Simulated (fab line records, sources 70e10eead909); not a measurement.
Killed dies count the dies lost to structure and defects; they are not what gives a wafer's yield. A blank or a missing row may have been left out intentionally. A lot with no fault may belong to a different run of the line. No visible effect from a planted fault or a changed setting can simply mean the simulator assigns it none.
fab line records -- flow nand_harc
record lots=6, wafers=18, last_day=32
route steps=1302 shown A_CONTACT@994
lots that met no fault: taken from a fault-free run of the same line
start_h: hours from the record's opening day to when the first of the lot's shown wafers began -- wait_h: hours since the lot's step before -- " identical to the entry in the row above -- L1.1+2: a row that stands for several wafers -- - value missing, or start not given -- * or withheld: withheld -- < > ~ a bound
route shown NAME@n: NAME is a module with steps in the file, n the number in the route of the first one -- usual: the fault-free wafers' mean and standard deviation -- same: alike in all rows -- chamber/n: place in a boat -- sites: per-site readings -- _std_site: standard deviation of those values -- _edge_site: outer sites' mean less inner sites' -- radius_mm: how far each site lies from the wafer's centre -- mask NAME#n: copy n -- behind: the last tool/chamber to shape the wafer -- hold: why the lot went on hold/how many hours it stayed there/how the hold came to an end -- device: which transistor (n, p or np) failed to switch -- end of line: at the end of the route, the tests of the same wafers -- for a step that has no rows: nothing shown but its recipe -- killed: not the wafer's yield, but the dies lost to structure and defects at the first sort -- map: the dies of a wafer, with x for killed, . for not killed, _ for no die there
set.NAME: the setting that was run; set.NAME@STEP: the one run at that earlier step -- model.NAME: the simulator's own value behind a step, which no gauge read
lots seen at some steps along the route; tables by step, rows by wafer
services: a tool's chamber out of use, with start hour (start_h, from the record's first day; less than 0 if before it), hours out, and reason
## steps
# step NHARC_A_CONTACT_EXPOSE_39
# recipe na=1.35, sigma_outer=0.8, dose_mj=58.79, mask_id=A_CC_3
# step NHARC_A_CONTACT_PEB_40
# recipe peb_temp_c=100, peb_time_s=65
# step NHARC_A_CONTACT_DEVELOP_41
# recipe develop_time_s=35, dev_temp_c=23
# step NHARC_A_CONTACT_CD_MEAS_42
# recipe target_cd_nm=300, landing_energy_ev=500
# usual cd_nm=299.9/0.49
lot.wafer,tool,chamber,start_h,wait_h,cd_nm
L745.1,cd_sem-03,0,501.40,-,299.3
L745.3,cd_sem-03,0,501.40,-,299.1
L745.6,cd_sem-03,0,501.40,-,299.6
L754.4,cd_sem-03,0,590.99,-,300.1
L754.5,cd_sem-03,0,590.99,-,299.6
L754.6,cd_sem-03,0,590.99,-,299.9
L753.1,cd_sem-03,0,591.83,-,300.7
L753.3,cd_sem-03,0,591.83,-,300.3
L753.4,cd_sem-03,0,591.83,-,300.2
L755.1,cd_sem-03,0,608.73,-,299.6
L755.2,cd_sem-03,0,608.73,-,300.4
L755.5,cd_sem-03,0,608.73,-,300.1
L759.1,cd_sem-03,0,655.74,-,300.2
L759.2,cd_sem-03,0,655.74,-,300.3
L759.5,cd_sem-03,0,655.74,-,300.8
L763.1,cd_sem-02,0,688.48,-,299.1
L763.3,cd_sem-02,0,688.48,-,299.9
L763.5,cd_sem-02,0,688.48,-,299.7
# step NHARC_A_CONTACT_OVL_MEAS_43
# usual overlay_x_nm=-0.3/0.89, overlay_y_nm=-0.1/1
lot.wafer,tool,chamber,start_h,wait_h,overlay_x_nm,overlay_y_nm
L745.1,overlay-02,-,501.48,-,0.7,0.8
L745.3,overlay-02,-,501.48,-,0.4,0.6
L745.6,overlay-02,-,501.48,-,0.4,0.3
L754.4,overlay-02,-,591.07,-,-1.3,0.5
L754.5,overlay-02,-,591.07,-,-1.3,-0.2
L754.6,overlay-02,-,591.07,-,-1.4,-0.4
L753.1,overlay-01,-,591.92,-,0.6,2.1
L753.3,overlay-01,-,591.92,-,0.6,2.4
L753.4,overlay-01,-,591.92,-,1.3,3.2
L755.1,overlay-01,-,608.82,-,0.2,-0.1
L755.2,overlay-01,-,608.82,-,-0.5,-0.7
L755.5,overlay-01,-,608.82,-,-0.4,0.4
L759.1,overlay-02,-,655.83,-,-0.8,1.4
L759.2,overlay-02,-,655.83,-,-1.1,0.6
L759.5,overlay-02,-,655.83,-,-1.2,1.0
L763.1,overlay-02,-,688.57,-,0.3,-0.5
L763.3,overlay-02,-,688.57,-,0.8,0.1
L763.5,overlay-02,-,688.57,-,0.4,0.2
# step NHARC_A_CONTACT_INSPECT_44
# usual raw_defect_count=74/36
lot.wafer,tool,chamber,start_h,wait_h,raw_defect_count
L745.1,defect_inspect-01,-,501.52,0.0,141
L745.3,defect_inspect-01,-,501.52,0.0,139
L745.6,defect_inspect-01,-,501.52,0.0,153
L754.4,defect_inspect-02,-,591.11,0.0,67
L754.5,defect_inspect-02,-,591.11,0.0,66
L754.6,defect_inspect-02,-,591.11,0.0,73
L753.1,defect_inspect-01,-,591.96,0.0,88
L753.3,defect_inspect-01,-,591.96,0.0,74
L753.4,defect_inspect-01,-,591.96,0.0,85
L755.1,defect_inspect-01,-,608.86,0.0,160
L755.2,defect_inspect-01,-,608.86,0.0,143
L755.5,defect_inspect-01,-,608.86,0.0,151
L759.1,defect_inspect-02,-,655.87,0.0,67
L759.2,defect_inspect-02,-,655.87,0.0,68
L759.5,defect_inspect-02,-,655.87,0.0,74
L763.1,defect_inspect-02,-,688.60,0.0,38
L763.3,defect_inspect-02,-,688.60,0.0,38
L763.5,defect_inspect-02,-,688.60,0.0,35
# step NHARC_A_CONTACT_DESCUM_47
# recipe time_s=3, o2_flow_sccm=200, ar_flow_sccm=0, bias_power_w=0, chemistry=O2
# usual drypump_motor_current_A=5.8/0.32, oes_product_au=1.001/0.0082, rf_vpp_V=57.8/0.89, showerhead_plenum_p_Torr=1.93/0.085, throttle_valve_pct=11.313/0.0097
# same time_s=3
lot.wafer,tool,chamber,start_h,wait_h,drypump_motor_current_A,oes_product_au,rf_hours_counter_h,rf_vpp_V,showerhead_plenum_p_Torr,throttle_valve_pct
L745.3,rie_diel-08,0,501.59,0.1,6.0,0.995,20,57.8,1.97,11.307
L745.1,rie_diel-08,1,501.59,0.1,6.1,1.003,21,56.5,1.84,11.310
L745.6,rie_diel-08,0,501.59,0.1,6.0,0.994,-,56.4,1.97,11.306
L754.4,rie_diel-01,2,591.20,0.1,5.7,1.005,4,57.4,2.04,11.330
L754.6,rie_diel-01,3,591.20,0.1,5.8,1.004,-,58.8,1.79,11.313
L754.5,rie_diel-01,0,591.20,0.1,5.4,1.010,-,57.9,1.86,11.316
L753.3,rie_diel-08,3,592.02,0.1,5.8,0.994,5,59.1,2.00,11.319
L753.4,rie_diel-08,0,592.02,0.1,6.0,0.987,6,57.5,1.97,11.311
L753.1,rie_diel-08,1,592.02,0.1,6.1,1.002,5,57.4,1.83,11.289
L755.2,rie_diel-08,2,608.93,0.1,5.6,0.991,7,57.6,2.00,11.294
L755.1,rie_diel-08,3,608.93,0.1,5.8,1.002,8,58.8,2.00,11.305
L755.5,rie_diel-08,1,608.93,0.1,6.1,0.993,-,57.5,1.83,11.302
L759.2,rie_diel-08,0,655.94,0.1,6.0,0.993,15,56.8,1.97,11.306
L759.1,rie_diel-08,1,655.94,0.1,6.1,1.003,16,58.4,1.83,11.316
L759.5,rie_diel-08,3,655.94,0.1,5.8,1.003,-,59.5,1.99,11.316
L763.3,rie_diel-01,3,688.66,0.1,5.9,1.003,37,55.8,1.78,11.310
L763.1,rie_diel-01,2,688.66,0.1,5.7,0.996,39,57.8,2.03,11.317
L763.5,rie_diel-01,0,688.66,0.1,5.4,1.004,-,58.0,1.85,11.314
# step NHARC_A_CONTACT_ETCH_48
# recipe target_depth_a=390, over_etch_frac=0.3, time_s=65, ion_energy_ev=80, cf4_flow_sccm=150, ar_flow_sccm=0, rf_w=300, bias_w=100, chemistry=CF4
# step NHARC_A_CONTACT_ETCH_49
# recipe target_depth_a=2600, over_etch_frac=0.3, time_s=475.3, ion_energy_ev=200, n2_flow_sccm=150, h2_flow_sccm=150, ar_flow_sccm=0, rf_w=400, bias_w=150, chemistry=N2/H2
# usual bias_w=150.0/0.42, chamber_pressure_mTorr=30.001/0.027, drypump_motor_current_A=5.8/0.33, n2_flow_sccm=150.0/0.45, oes_product_au=0.999/0.0076, rf_vpp_V=430.8/2.7, showerhead_plenum_p_Torr=2.05/0.093, throttle_valve_pct=14.171/0.0087
# same time_s=475.3
lot.wafer,tool,chamber,start_h,wait_h,bias_w,chamber_pressure_mTorr,drypump_motor_current_A,n2_flow_sccm,oes_product_au,rf_hours_counter_h,rf_vpp_V,showerhead_plenum_p_Torr,throttle_valve_pct
L745.3,rie_diel-08,1,-,-,149.7,30.005,6.1,150.5,0.991,22,429.2,1.96,14.166
L745.1,rie_diel-08,2,-,-,149.8,29.954,5.6,151.0,1.005,21,432.7,2.14,14.185
L745.6,rie_diel-08,1,-,-,150.0,29.963,6.1,149.8,0.997,-,427.8,1.96,14.175
L754.4,rie_diel-01,2,-,-,150.0,30.023,5.7,149.5,1.002,4,434.1,2.18,14.166
L754.5,rie_diel-01,1,-,-,149.6,29.975,5.5,150.1,0.984,-,429.9,2.02,14.172
L754.6,rie_diel-01,2,-,-,149.8,30.021,5.7,149.4,0.999,-,434.5,2.18,14.174
L753.1,rie_diel-08,0,-,-,150.2,29.999,6.0,150.0,0.994,6,432.9,2.10,14.160
L753.3,rie_diel-08,1,-,-,150.0,30.023,6.1,150.1,1.002,5,429.5,1.95,14.164
L753.4,rie_diel-08,2,-,-,150.2,29.981,5.6,150.2,0.996,5,432.8,2.14,14.166
L755.1,rie_diel-08,1,-,-,150.5,30.022,6.1,149.8,1.001,8,427.8,1.95,14.182
L755.2,rie_diel-08,2,-,-,149.8,29.997,5.6,150.0,0.979,7,433.7,2.14,14.172
L755.5,rie_diel-08,3,-,-,149.9,29.991,5.8,150.0,0.998,-,433.9,2.13,14.184
L759.2,rie_diel-08,2,-,-,149.6,30.003,5.6,149.9,1.004,14,432.9,2.13,14.162
L759.1,rie_diel-08,3,-,-,150.1,30.060,5.9,150.2,0.990,14,435.2,2.13,14.170
L759.5,rie_diel-08,3,-,-,149.8,29.993,5.8,150.0,0.993,-,434.1,2.13,14.176
L763.1,rie_diel-01,3,-,-,150.8,29.996,5.8,150.7,1.001,37,428.0,1.90,14.171
L763.3,rie_diel-01,0,-,-,149.6,30.008,5.4,149.9,1.007,40,429.1,1.97,14.173
L763.5,rie_diel-01,0,-,-,150.4,29.998,5.4,149.5,1.008,-,428.1,1.97,14.163
# step NHARC_A_CONTACT_ETCH_50
# recipe target_depth_a=1210, time_s=60.5, cf4_flow_sccm=100, chf3_flow_sccm=30, ar_flow_sccm=0, rf_w=500, bias_w=200, chemistry=CF4/CHF3
# usual bias_w=200.0/0.67, cf4_flow_sccm=100.0/0.31, drypump_motor_current_A=5.8/0.32, oes_product_au=0.950/0.02, rf_vpp_V=371.1/2.3, showerhead_plenum_p_Torr=1.59/0.065, throttle_valve_pct=16.802/0.0088
# same time_s=60.5
lot.wafer,tool,chamber,start_h,wait_h,bias_w,cf4_flow_sccm,drypump_motor_current_A,oes_product_au,rf_hours_counter_h,rf_vpp_V,showerhead_plenum_p_Torr,throttle_valve_pct
L745.1,rie_diel-08,0,-,-,199.3,99.8,6.0,0.940,21,371.5,1.62,16.808
L745.3,rie_diel-08,1,-,-,200.0,100.2,6.1,0.948,22,367.6,1.52,16.794
L745.6,rie_diel-08,3,-,-,200.0,100.1,5.8,0.943,-,372.2,1.64,16.802
L754.4,rie_diel-01,0,-,-,199.2,99.7,5.4,0.963,4,368.3,1.53,16.791
L754.6,rie_diel-01,3,-,-,199.2,100.1,5.8,0.964,-,367.8,1.48,16.810
L754.5,rie_diel-01,0,-,-,198.9,100.1,5.4,0.954,-,369.2,1.53,16.808
L753.3,rie_diel-08,3,-,-,201.1,99.8,5.8,0.957,5,371.3,1.64,16.799
L753.4,rie_diel-08,1,-,-,199.6,100.0,6.1,0.977,5,368.5,1.51,16.822
L753.1,rie_diel-08,2,-,-,201.4,99.9,5.6,0.960,5,375.3,1.64,16.783
L755.1,rie_diel-08,0,-,-,200.2,99.9,6.0,0.970,9,372.4,1.62,16.807
L755.2,rie_diel-08,3,-,-,199.8,99.9,5.8,0.972,8,372.6,1.64,16.810
L755.5,rie_diel-08,0,-,-,199.6,100.3,6.0,0.968,-,371.7,1.62,16.797
L759.2,rie_diel-08,1,-,-,201.1,100.4,6.1,0.986,16,368.8,1.51,16.811
L759.1,rie_diel-08,2,-,-,201.5,99.8,5.6,0.931,14,372.0,1.64,16.808
L759.5,rie_diel-08,3,-,-,200.5,100.6,5.8,0.951,-,372.9,1.64,16.799
L763.3,rie_diel-01,3,-,-,199.2,100.2,5.8,0.924,37,368.7,1.47,16.810
L763.1,rie_diel-01,0,-,-,199.2,99.7,5.4,0.940,40,368.7,1.52,16.798
L763.5,rie_diel-01,2,-,-,200.3,100.1,5.7,0.945,-,375.5,1.66,16.818
# step NHARC_A_CONTACT_ETCH_51
# recipe target_depth_a=70000, over_etch_frac=0.3, time_s=1820, ion_energy_ev=150, o2_flow_sccm=400, cos_flow_sccm=20, ar_flow_sccm=0, rf_w=500, bias_w=300, chemistry=O2/COS
# step NHARC_A_CONTACT_ETCH_111
# recipe source_w=withheld, pressure_mtorr=20, bias_v=withheld, time_s=140, target_depth_a=7000, ar_flow_sccm=withheld, c4f8_flow_sccm=withheld, o2_flow_sccm=withheld, chemistry=C4F8/O2/Ar
# usual chamber_pressure_mTorr=19.997/0.018, oes_air_line_au=1.005/0.022
# same time_s=140
lot.wafer,tool,chamber,start_h,wait_h,chamber_pressure_mTorr,oes_air_line_au,rf_hours_counter_h
L745.1,har_cap_etch-02,0,504.29,-,20.018,1.019,86
L745.3,har_cap_etch-02,1,504.29,-,19.999,1.020,-
L745.6,har_cap_etch-02,0,504.29,-,19.967,1.000,-
L754.4,har_cap_etch-02,1,593.08,-,19.987,1.014,-
L754.5,har_cap_etch-02,0,593.08,-,20.000,0.979,-
L754.6,har_cap_etch-02,1,593.08,-,20.001,1.011,-
L753.1,har_cap_etch-03,1,593.88,-,20.007,1.009,58
L753.4,har_cap_etch-03,0,593.88,-,20.014,0.984,-
L753.3,har_cap_etch-03,1,593.88,-,19.993,1.002,-
L755.1,har_cap_etch-01,0,610.75,-,19.986,0.995,17
L755.2,har_cap_etch-01,1,610.75,-,20.000,1.024,17
L755.5,har_cap_etch-01,0,610.75,-,19.968,0.988,-
L759.2,har_cap_etch-02,0,657.75,-,20.014,1.012,115
L759.1,har_cap_etch-02,1,657.75,-,19.979,0.982,115
L759.5,har_cap_etch-02,1,657.75,-,19.998,1.022,-
L763.1,har_cap_etch-02,1,690.51,-,19.993,0.992,121
L763.3,har_cap_etch-02,0,690.51,-,19.969,1.029,-
L763.5,har_cap_etch-02,1,690.51,-,19.986,0.933,-
# step NHARC_A_CONTACT_ETCH_112
# recipe source_w=withheld, pressure_mtorr=20, bias_v=3000, time_s=190, target_depth_a=18500, ar_flow_sccm=withheld, c4f8_flow_sccm=withheld, o2_flow_sccm=withheld, chemistry=C4F8/O2/Ar
# usual chamber_pressure_mTorr=19.999/0.018, oes_air_line_au=1.005/0.02, time_s=190/0
lot.wafer,tool,chamber,start_h,wait_h,chamber_pressure_mTorr,oes_air_line_au,rf_hours_counter_h,time_s
L745.1,har_cap_etch-02,0,504.49,0.2,19.997,1.030,86,190
L745.3,har_cap_etch-02,1,504.49,0.2,19.983,0.989,-,190
L745.6,har_cap_etch-02,0,504.49,0.2,19.993,1.015,-,190
L754.4,har_cap_etch-02,1,593.27,0.2,-,-,-,-
L754.5,har_cap_etch-02,0,593.27,0.2,-,-,-,-
L754.6,har_cap_etch-02,1,593.27,0.2,-,-,-,-
L753.1,har_cap_etch-03,1,594.07,0.2,-,-,-,-
L753.4,har_cap_etch-03,0,594.07,0.2,-,-,-,-
L753.3,har_cap_etch-03,1,594.07,0.2,-,-,-,-
L755.1,har_cap_etch-01,0,610.95,0.2,19.990,1.040,17,190
L755.2,har_cap_etch-01,1,610.95,0.2,19.983,1.031,17,190
L755.5,har_cap_etch-01,0,610.95,0.2,19.999,1.037,-,190
L759.2,har_cap_etch-02,0,657.95,0.2,19.984,0.989,115,190
L759.1,har_cap_etch-02,1,657.95,0.2,19.969,1.000,115,190
L759.5,har_cap_etch-02,1,657.95,0.2,20.004,0.984,-,190
L763.1,har_cap_etch-02,1,690.77,0.2,19.992,1.008,122,190
L763.3,har_cap_etch-02,0,690.77,0.2,19.991,0.994,-,190
L763.5,har_cap_etch-02,1,690.77,0.2,19.977,0.992,-,190
# step NHARC_A_CONTACT_ETCH_113
# recipe source_w=withheld, pressure_mtorr=20, bias_v=3000, time_s=190, target_depth_a=18500, ar_flow_sccm=withheld, c4f8_flow_sccm=withheld, o2_flow_sccm=withheld, chemistry=C4F8/O2/Ar
# usual chamber_pressure_mTorr=19.999/0.019, oes_air_line_au=1.001/0.019
# same time_s=190
lot.wafer,tool,chamber,start_h,wait_h,chamber_pressure_mTorr,oes_air_line_au,rf_hours_counter_h
L745.1,har_cap_etch-02,0,504.66,0.1,20.025,0.994,86
L745.3,har_cap_etch-02,1,504.66,0.1,19.980,0.994,-
L745.6,har_cap_etch-02,0,504.66,0.1,20.009,0.980,-
L754.4,har_cap_etch-02,1,593.44,0.1,19.985,0.987,-
L754.5,har_cap_etch-02,0,593.44,0.1,19.978,1.025,-
L754.6,har_cap_etch-02,1,593.44,0.1,20.001,1.016,-
L753.1,har_cap_etch-03,1,594.25,0.1,20.021,1.010,59
L753.4,har_cap_etch-03,0,594.25,0.1,19.996,1.009,-
L753.3,har_cap_etch-03,1,594.25,0.1,20.004,1.010,-
L755.1,har_cap_etch-01,0,611.12,0.1,20.011,1.001,17
L755.2,har_cap_etch-01,1,611.12,0.1,19.961,1.000,17
L755.5,har_cap_etch-01,0,611.12,0.1,19.992,0.982,-
L759.2,har_cap_etch-02,0,658.12,0.1,19.979,0.997,115
L759.1,har_cap_etch-02,1,658.12,0.1,20.005,1.021,115
L759.5,har_cap_etch-02,1,658.12,0.1,20.013,1.017,-
L763.1,har_cap_etch-02,1,691.00,0.2,19.995,0.969,122
L763.3,har_cap_etch-02,0,691.00,0.2,19.986,0.995,-
L763.5,har_cap_etch-02,1,691.00,0.2,20.015,1.008,-
## services
tool,chamber,start_h,hours,kind
rie_diel-01,2,484.32,20.3,repair
har_cap_etch-01,-,497.00,17.0,pm
rie_diel-08,0,500.64,-,clean
rie_diel-08,1,500.64,-,clean
rie_diel-08,2,500.64,-,clean
rie_diel-08,3,500.64,-,clean
rie_diel-08,0,525.14,-,clean
rie_diel-08,1,525.14,-,clean
rie_diel-08,2,525.14,-,clean
rie_diel-08,3,525.14,-,clean
rie_diel-08,-,546.12,9.0,pm
rie_diel-08,0,546.12,9.0,vent_cycle
rie_diel-08,1,546.12,9.0,vent_cycle
rie_diel-08,2,546.12,9.0,vent_cycle
rie_diel-08,3,546.12,9.0,vent_cycle
rie_diel-08,0,555.12,-,clean
rie_diel-08,1,555.12,-,clean
rie_diel-08,2,555.12,-,clean
rie_diel-08,3,555.12,-,clean
rie_diel-01,-,561.14,9.0,pm
har_cap_etch-03,-,583.84,0.6,repair
rie_diel-01,3,618.65,3.9,repair
rie_diel-08,2,650.03,5.1,repair
rie_diel-01,-,682.16,0.1,repair
## key
first_sign step=NHARC_A_CONTACT_ETCH_112, reading=tool_record, direction=missing
effect none on later readings
met_at NHARC_A_CONTACT_ETCH_112
struck_wafers L753.1,L753.3,L753.4,L754.4,L754.5,L754.6
later_rows_left_out L753.1,L753.3,L753.4,L754.4,L754.5,L754.6
sort_left_out L753.1,L753.3,L753.4,L754.4,L754.5,L754.6
tester_left_out L753,L754
onset_between 504.49 593.27
fault kind=skipped_step_whole, tool=har_cap_etch-02,har_cap_etch-03, chamber=-, onset_h=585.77, steps=NHARC_A_CONTACT_ETCH_112, scope=struck_lots_only
# tester_left_out: of these lots the tester's yield and bins aren't shown, on N5 and GAA mostly nor the transistor test; their killed dies are dies lost to structure and defects alone, not to doping, threshold or leakage, so they don't give the yield
# sort_left_out: the simulated sort isn't trusted on such a fault, so these wafers' sort isn't shown, and their yield isn't known
# later_rows_left_out: the simulator's readings of these wafers behind a module that went badly wrong aren't trusted and aren't shown, but for the sort
